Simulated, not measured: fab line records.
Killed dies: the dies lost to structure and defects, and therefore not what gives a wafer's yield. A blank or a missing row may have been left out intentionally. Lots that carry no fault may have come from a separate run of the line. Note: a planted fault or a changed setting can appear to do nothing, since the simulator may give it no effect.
Lot-split experiment    flow n5 finfet    7 lots, 21 wafers read, on a route of 1938 steps

== ABOUT THE SPLIT ==
At N5_BEOL_M3_ILD_DEP_00 (deposits SiOC from DEMS/O2, target thk 79 nm, time 15.3 s), the setting time s was moved away from the recipe's 15.3 s on 6 of the 21 wafers read, by -14.2% to +8.2%. This setting was run at the recipe's value on the other wafers.

Split to reading: the file shows no intervening step.

== THE READING ==
M3_ILD_THK, in nm, at N5_BEOL_M3_THK_MEAS_01. Fault-free wafers of this fab line usually give 78.9 nm, standard deviation 0.96 nm.

wafer   tool, chamber at the split  time s as run, s  against the recipe  M3_ILD_THK, nm  against lot-mates on the recipe
L085.2  pecvd-02, 0                 16.37             +7.0%               82.5            +4.2
L085.4  pecvd-02, 1                 16.37             +7.0%               84.6            +6.3
L085.6  pecvd-02, 0                 15.3              recipe              78.3            -
L090.2  pecvd-02, 2                 16.55             +8.2%               85.2            +6.0
L090.3  pecvd-02, 1                 16.55             +8.2%               83.9            +4.7
L090.5  pecvd-02, 2                 15.3              recipe              79.2            -
L091.1  pecvd-04, 2                 15.3              recipe              77.8            -
L091.3  pecvd-04, 1                 15.3              recipe              77.5            -
L091.6  pecvd-04, 1                 15.3              recipe              79.2            -
L092.1  pecvd-02, 0                 15.3              recipe              77.0            -
L092.5  pecvd-02, 1                 13.4              -12.4%              70.1            -7.9
L092.6  pecvd-02, 0                 15.3              recipe              79.0            -
L094.2  pecvd-02, 2                 15.3              recipe              78.4            -
L094.3  pecvd-02, 1                 13.12             -14.2%              67.6            -11.2
L094.5  pecvd-02, 0                 15.3              recipe              79.2            -
L095.1  pecvd-02, 1                 15.3              recipe              77.8            -
L095.2  pecvd-02, 0                 15.3              recipe              77.1            -
L095.5  pecvd-02, 1                 15.3              recipe              79.4            -
L096.2  pecvd-04, 2                 15.3              recipe              79.6            -
L096.5  pecvd-04, 2                 15.3              recipe              80.3            -
L096.6  pecvd-04, 0                 15.3              recipe              80.8            -

FIT RESULTS
A straight line over all 21 wafers: M3_ILD_THK changes by +0.728 nm for each +1% of time s; r = +0.97; the points scatter about the line by 1.1 nm.
The same after taking each lot's own level away (the mean of its wafers on the recipe; 21 wafers): +0.711 nm for each +1%; r = +0.98; scatter 0.83 nm.
According to that fit, moving time s by its largest amount changes the reading by 10 nm.
The lots' own levels span 78.00 to 80.23 nm, that is 2.3 times the standard deviation above.
The two slopes agree, so the slope changes little with the lot-to-lot level.
Check: -9.46 nm against its lot-mates is what the line predicts for one of the wafers moved furthest among these (-14.2%) when that wafer is left out of the fit. Against them it came out at -11.2 nm.

== ADDITIONAL SPLITS CARRIED BY THESE WAFERS ==
These wafers also went through other splits before the reading. Each is held against what the fit with the lots' levels taken away leaves over:
other split on the same wafers       wafers away from the commonest value  r with M3_ILD_THK (lot level and that fit taken away)
N5_HKMG_FIN_COAT_43 spin rpm         9                                     -0.08
N5_MOL_CONTACT_COAG_PECVD_31 temp c  7                                     -0.23
N5_BEOL_M0_SAQP_PECVD_04 time s      7                                     -0.16
N5_BEOL_M0_SAQP_COAT_34 spin rpm     8                                     -0.23
N5_BEOL_M0_ETCH_128 source w         8                                     +0.16
N5_BEOL_M0_ETCH_109 bias w           10                                    -0.17
N5_BEOL_M2_ALD_98 ald cycles         8                                     +0.09

== THE WHOLE CHAIN: every reading that the file lists as answering this split, in the file's order ==
step                    what it does                                               reading                                                                             change (the file's fit)                r (the file's)
N5_BEOL_M3_ILD_DEP_00   deposits SiOC from DEMS/O2, target thk 79 nm, time 15.3 s  SiOC_of_BEOL_M3_ILD_DEP_00.thk nm (the simulator's own value, which no gauge read)  +0.714 nm for each +1% of the setting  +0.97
N5_BEOL_M3_THK_MEAS_01                                                             M3_ILD_THK                                                                          +0.714 for each +1% of the setting     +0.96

== FILE'S OWN FIT ==
M3_ILD_THK changes by +0.714 nm for each +1% of time s, r = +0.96.
